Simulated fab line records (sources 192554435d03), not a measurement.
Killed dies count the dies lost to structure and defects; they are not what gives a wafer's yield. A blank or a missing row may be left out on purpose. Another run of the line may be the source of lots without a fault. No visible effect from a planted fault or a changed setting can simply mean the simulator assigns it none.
Struck lot and sound lot, side by side || flow n5-finfet || 39 out of 1938 route steps
Sound: the wafers L997.1, L997.4, L997.5. Struck: wafers L104.1, L104.2, L104.6. At the end, the cause is stated.
For every step that has rows: the tool of each side, followed by ch and its chambers, followed by its first start. Under that, the readings that differ: sound wafers || struck wafers || difference of the means || sigmas: that difference in standard deviations of wafers without a fault.
alike: readings whose means differ by less than 2 such deviations, and words and numbers that are the same on both sides. not compared: withheld readings, readings that some wafer has no value for, bounds like >300 that may hide the same value, and numbers for which the record gives no deviation and whose values overlap.
The two part at a step that has a row with sigmas, a row that says differs or no value, or rows on one side only. Numbers that don't overlap but have no deviation are shown without sigmas and don't part them. A reading that every wafer of one side lacks parts them only if that side has two wafers or more.

first, 9 steps without rows for these wafers: N5_BEOL_M4_ANNEAL_95 (time 240 s); N5_BEOL_M4_SPUTTER_96 (material Cu, target thk 4.5 nm, time 8.29 s); N5_BEOL_M4_ECD_50 (material Cu, target thk 300 nm); N5_BEOL_M4_ANNEAL_51 (time 90 s); N5_BEOL_M4_CMP_52 (polishes, stops on SiOC, t overpolish 6.8 s, target thk 40 nm); N5_BEOL_M4_PRE_CLEAN_60 (time 15 s); N5_BEOL_M4_CO_CAP_55 (material Co, precursor CCTBA/H2, target thk 2 nm, time 102.1 s); N5_BEOL_M4_PRE_CLEAN_56 (time 15 s); N5_BEOL_M4_DEP_57 (deposits SiCN from 3MS/NH3, target thk 8 nm, time 14 s).
N5_BEOL_M4_RC_MEAS_101:
  sound on prober-02 ch 0, day 9 17:20; struck on prober-01 ch 0, day 11 06:53
  alike: DIBL_N, DIBL_P, IOFF_N, IOFF_P, ION_N, ION_P, SS_N, SS_P, VT_N, VT_P
then, 24 steps without rows for these wafers: N5_BEOL_M5_ILD_DEP_00 (deposits SiCOH lowk from DEMS/porogen, target thk 140.64 nm, time 25.9 s); N5_BEOL_M5_CURE_79 (cures SiCOH lowk, time 240 s); N5_BEOL_M5_PECVD_70 (deposits SiO2 from TEOS/O2, target thk 16 nm, time 18 s); N5_BEOL_M5_HM_DEP_02 (deposits TiN, target thk 20 nm); N5_BEOL_M5_COAT_59 (time 60 s, resist thk 60 nm); N5_BEOL_M5_COAT_60 (time 60 s, resist thk 12 nm); N5_BEOL_M5_COAT_71 (time 60 s, resist thk 5 nm); N5_BEOL_M5_COAT_05 (resist thk 30 nm); N5_BEOL_M5_EBR_07; N5_BEOL_M5_SOFTBAKE_06 (time 60 s); N5_BEOL_M5_EXPOSE_08 (exposes mask M5, target cd 28 nm); N5_BEOL_M5_PEB_09 (peb time 60 s); N5_BEOL_M5_DEVELOP_10 (develop time 30 s); N5_BEOL_M5_DESCUM_16 (chemistry O2, time 7 s); N5_BEOL_M5_ETCH_72 (etches underlayer in N2/H2, target depth 6.5 nm, time 5.2 s); N5_BEOL_M5_ETCH_61 (etches SiARC in CF4, target depth 15.6 nm, time 26 s); N5_BEOL_M5_ETCH_62 (etches SOC in N2/H2, target depth 75 nm, overetch 15 nm, time 112.5 s); N5_BEOL_M5_STRIP_63 (strips in N2/H2); N5_BEOL_M5_STRIP_73 (strips in N2/H2); N5_BEOL_M5_STRIP_64 (strips in CF4); N5_BEOL_M5_HM_OPEN_17 (chemistry Cl2/BCl3, target TiN, target depth 20 nm, overetch 6 nm); N5_BEOL_M5_STRIP_19 (strips in O2); N5_BEOL_M5_COAT_65 (time 60 s, resist thk 60 nm); N5_BEOL_M5_COAT_66 (time 60 s, resist thk 12 nm).
-- a jump in the record: the struck wafers' starts before and after are 4 days apart (it breaks off in module BEOL_M5 and resumes in module BEOL_M14, where the first step shown is number 1764 of the route) --
N5_BEOL_M14_SPUTTER_45: material Cu, target thk 100 nm, time 16.67 s.
  sound: pvd-sputter-01 at day 13 08:49; struck: pvd-sputter-03 at day 14 20:55
  no value came back on the struck wafers for bias-v (V), cathode-dc-power-W (W), throttle-valve-pct (%); on the sound wafers bias-v (V) reads 60.2 60.5 61.2
N5_BEOL_M14_CMP_49: polishes, stops on SiO2, t overpolish 5.2 s, target thk 560 nm.
  sound on cmp-04 ch 1,2,3, day 13 09:33; struck on cmp-04 ch 2,3, day 14 22:50
{"reading": "time-to-endpoint-s (s)", "sound": "118 119 119", "struck": "4 6 4", "difference": -114, "sigmas": -22}
  alike: clearing-platen-down-force-psi, clearing-platen-rpm, motor-current-A, slurry-flow-ml-min
N5_BEOL_M14_THK_MEAS_50: measures by xrf.
  sound: film-metro-02 at day 13 09:51; struck: film-metro-01 at day 14 23:08
{"reading": "M14_THK (nm)", "sound": "570 582 567", "struck": "- - -", "difference": "no value on the struck wafers", "sigmas": ""}
N5_BEOL_M14_RS_MEAS_54: uses a four-point probe to measure.
  sound: film-metro-02 at day 13 09:59; struck: film-metro-02 at day 14 23:15
{"reading": "M14_RS (ohm/sq)", "sound": "0.0331 0.0324 0.0333", "struck": "32.404 32.744 32.996", "difference": "+32.682", "sigmas": "+99 or more"}
N5_PASSIVATION_PROBE_49:
  the record has rows for the struck wafers here (prober-02, day 15 17:32) and none for the sound ones

WHERE THEY PART
At N5_BEOL_M14_SPUTTER_45 first; at N5_PASSIVATION_PROBE_49 last (within this record only).

WHY: what had been put in by the simulator
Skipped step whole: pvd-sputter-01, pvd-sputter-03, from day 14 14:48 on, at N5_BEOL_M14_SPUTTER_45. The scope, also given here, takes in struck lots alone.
